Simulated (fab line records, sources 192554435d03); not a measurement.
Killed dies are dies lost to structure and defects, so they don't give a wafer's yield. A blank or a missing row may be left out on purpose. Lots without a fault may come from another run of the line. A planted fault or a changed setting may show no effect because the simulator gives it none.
Chamber matching | flow n5_finfet | N5_SDB_HM_OPEN_20 on rie_diel-01: 4 sister chambers
The step chemistry CH3F/O2, target SiNx, stops on poly-Si, target depth 24 nm. 4 wafers are shown with their chamber, then 8 later ones without.

WAFERS WITH THEIR CHAMBER
wafer  | chamber | drypump_motor_current_A (A)
L088.5 | 1       | 5.2
L090.4 | 2       | 6.0
L090.5 | 0       | 5.5
L092.4 | 3       | 5.0

WAFERS WITHOUT THEIR CHAMBER
wafer  | drypump_motor_current_A (A)
L092.5 | 6.0
L092.6 | 5.5
L094.1 | 5.2
L094.2 | 5.9
L094.3 | 5.4
L097.1 | 5.2
L097.3 | 5.9
L097.5 | 5.2

WHICH CHAMBER EACH WENT THROUGH
wafer  | from the rows above     | in truth
L092.5 | 2                       | 2
L092.6 | 0                       | 0
L094.1 | 1                       | 1
L094.2 | 2                       | 2
L094.3 | can't be placed: 0 or 1 | 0
L097.1 | 1                       | 1
L097.3 | 2                       | 2
L097.5 | 1                       | 1
Placed correctly: 7 of 8. Can't be placed from these rows: 1 (the true chamber is among the candidates in 1). Placed wrongly: 0.
How it was worked out, from the rows above alone: a wafer's distance from a chamber is the root of the sum, over the readings, of the square of ((its reading less the chamber's mean) divided by the reading's scatter). The wafer belongs to the nearest chamber; if the next one is less than 2 further off, it can't be placed. A chamber's mean is the mean of its shown wafers. The scatter: with one shown wafer a chamber, the root of the mean of the squares of how far each hidden wafer lies from its nearest shown one.
